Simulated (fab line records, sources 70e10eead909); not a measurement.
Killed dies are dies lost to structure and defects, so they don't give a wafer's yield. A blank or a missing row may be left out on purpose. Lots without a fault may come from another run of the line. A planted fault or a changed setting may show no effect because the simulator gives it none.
Chamber matching | flow nand_harc | NHARC_A_CONTACT_ETCH_92 on rie_diel-11: 4 sister chambers
The step etches the open film in CH3F/O2, target depth 40 nm, time 85.7 s. 16 wafers are shown with their chamber, then 8 later ones without.

WAFERS WITH THEIR CHAMBER
wafer  | chamber | drypump_motor_current_A (A) | showerhead_plenum_p_Torr (Torr) | rf_vpp_V (V)
L077.1 | 2       | 5.5                         | 2.62                            | 246.7
L077.2 | 0       | 6.2                         | 2.60                            | 246.7
L077.5 | 1       | 6.1                         | 2.65                            | 245.7
L075.1 | 1       | 6.1                         | 2.65                            | 246.9
L075.4 | 0       | 6.3                         | 2.60                            | 247.3
L075.6 | 0       | 6.2                         | 2.60                            | 246.9
L078.2 | 3       | 5.9                         | 2.39                            | 243.8
L078.5 | 0       | 6.2                         | 2.59                            | 243.8
L078.6 | 3       | 5.9                         | 2.39                            | 243.3
L079.3 | 1       | 6.1                         | 2.64                            | 247.1
L079.4 | 0       | 6.2                         | 2.59                            | 244.8
L079.5 | 0       | 6.2                         | 2.59                            | 246.0
L081.2 | 3       | 5.9                         | 2.38                            | 244.3
L081.4 | 1       | 6.1                         | 2.64                            | 247.8
L081.5 | 2       | 5.5                         | 2.62                            | 245.9
L080.2 | 2       | 5.5                         | 2.61                            | 245.9

SIGNATURES (means of the wafers above)
reading                  | chamber 0 | chamber 1 | chamber 2 | chamber 3 | scatter within a chamber
drypump_motor_current_A  | 6.217     | 6.100     | 5.500     | 5.900     | 0.0264
showerhead_plenum_p_Torr | 2.5950    | 2.6450    | 2.6167    | 2.3867    | 0.00565
rf_vpp_V                 | 245.917   | 246.875   | 246.167   | 243.800   | 1.02
Rule: a wafer's distance from a chamber is the root of the sum, over the readings, of the square of ((its reading less the chamber's mean) divided by the reading's scatter). The wafer belongs to the nearest chamber; if the next one is less than 2 further off, it can't be placed. The scatter: the root of (the sum of the squares of (reading less its chamber's mean) over the shown wafers, divided by (wafers less chambers)).

WAFERS WITHOUT THEIR CHAMBER
wafer  | drypump_motor_current_A (A) | showerhead_plenum_p_Torr (Torr) | rf_vpp_V (V)
L080.3 | 6.1                         | 2.64                            | 248.3
L080.5 | 6.1                         | 2.64                            | 246.7
L095.1 | 5.5                         | 2.60                            | 246.8
L095.4 | 6.2                         | 2.57                            | 246.4
L095.5 | 5.5                         | 2.60                            | 246.5
L096.1 | 5.9                         | 2.37                            | 245.0
L096.5 | 6.1                         | 2.62                            | 246.3
L096.6 | 6.2                         | 2.57                            | 244.7

WHICH CHAMBER EACH WENT THROUGH
wafer  | from the rows above     | in truth
L080.3 | 1                       | 1
L080.5 | 1                       | 1
L095.1 | 2                       | 2
L095.4 | 0                       | 0
L095.5 | 2                       | 2
L096.1 | 3                       | 3
L096.5 | can't be placed: 1 or 0 | 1
L096.6 | 0                       | 0
Placed correctly: 7 of 8. Can't be placed from these rows: 1 (the true chamber is among the candidates in 1). Placed wrongly: 0.
